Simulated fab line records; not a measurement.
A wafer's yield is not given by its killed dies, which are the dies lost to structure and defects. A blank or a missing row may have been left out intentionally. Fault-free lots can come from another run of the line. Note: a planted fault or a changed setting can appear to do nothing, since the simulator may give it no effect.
8D (eight disciplines) problem report, filled in by code || flow n5_finfet || the parts of the form that need people (team, actions taken, sign-off) are left out

== 1. THE ISSUE ==
Wafers without a fault read 250.01 C, standard deviation 0.16; susceptor_temp_C at N5_BEOL_M9_DEGAS_44 reads a mean of 247.42 C on 2 wafers belonging to 2 lots. That puts it -16 standard deviations away from the usual mean.
The step: time 60 s.
First observed at day 10 17:02: wafer L641.4, on pvd_sputter-03. The record holds 29 wafers of 10 lots with a number at this step. The rule behind "out" and "out of limits": a value lying over 4 standard deviations away from the usual mean. The other wafers with a number count as sound.

== 2. WHAT IT IS AND WHAT IT IS NOT ==
{"question": "which readings at this step", "is": "susceptor_temp_C", "is not": "heater_power_w"}
{"question": "which lots", "is": "L641, L642", "is not": "L650, L652, L653, L654, L656, L657, L658, L659"}
{"question": "which wafers of those lots", "is": "L641.4, L642.1", "is not": "L641.2, L641.3, L642.3, L642.4"}
{"question": "read on which tools", "is": "pvd_sputter-03", "is not": "pvd_sputter-01, pvd_sputter-02"}
{"question": "when", "is": "from day 10 17:02", "is not": "up to then (2 sound wafers); but 25 sound wafers of L642, L650, L652, L653, L654, L656, L657, L658, L659 came after"}

== 3. WHAT RULES OUT EACH SUSPECT ==
Counting: if a tool at a process step up to the reading ran every lot that is out, it stays a suspect. Sound lots after the first of them don't rule it out here, since some wafers of a struck lot are sound.
- rie_diel-02 at N5_BEOL_M9_ETCH_65 (etches SiARC in CF4, target depth 15.6 nm, time 26 s): kept. It ran every lot that is out, first L641 (day 10 15:58).
- pvd_sputter-03 at N5_BEOL_M9_DEGAS_44 (time 60 s): kept. It ran every lot that is out, first L641 (day 10 17:02). On those wafers its own readings are out: susceptor_temp_C.
- Within rie_diel-02 at N5_BEOL_M9_ETCH_65: the wafers that are out ran in chambers 1, 2; their sound lot-mates ran in chambers 0, 3.
After counting, rie_diel-02 at N5_BEOL_M9_ETCH_65 and pvd_sputter-03 at N5_BEOL_M9_DEGAS_44 remain.

== 4. THE CAUSE (what the simulator had put in) ==
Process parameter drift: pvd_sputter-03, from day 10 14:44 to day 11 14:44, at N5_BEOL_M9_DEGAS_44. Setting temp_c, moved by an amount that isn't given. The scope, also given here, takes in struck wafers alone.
This tool is one of the 2 suspects left after counting.

== 5. THE EFFECT CHAIN, in route order ==
Each row: a reading whose mean over the struck wafers that have a number lies more than 3 standard deviations from the usual. Readings are gone through only where the record gives a usual standard deviation; hours: the median, over the lots, of the time from a lot's start at the first step in this table giving one to that lot's start at this step; sigmas: the change measured in usual standard deviations.
{"hours": 0, "step": "N5_BEOL_M9_DEGAS_44", "reading": "susceptor_temp_C", "usual": "250.01 C", "on struck wafers": 247.42, "change": -2.59, "sigmas": -16}
Process steps it contains:
- N5_BEOL_M9_DEGAS_44: time 60 s.

== 6. HOW IT WOULD HAVE BEEN CAUGHT EARLIER ==
In this record no reading fell out of limits until day 10 17:02, 2 hours after the fault had begun at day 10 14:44.
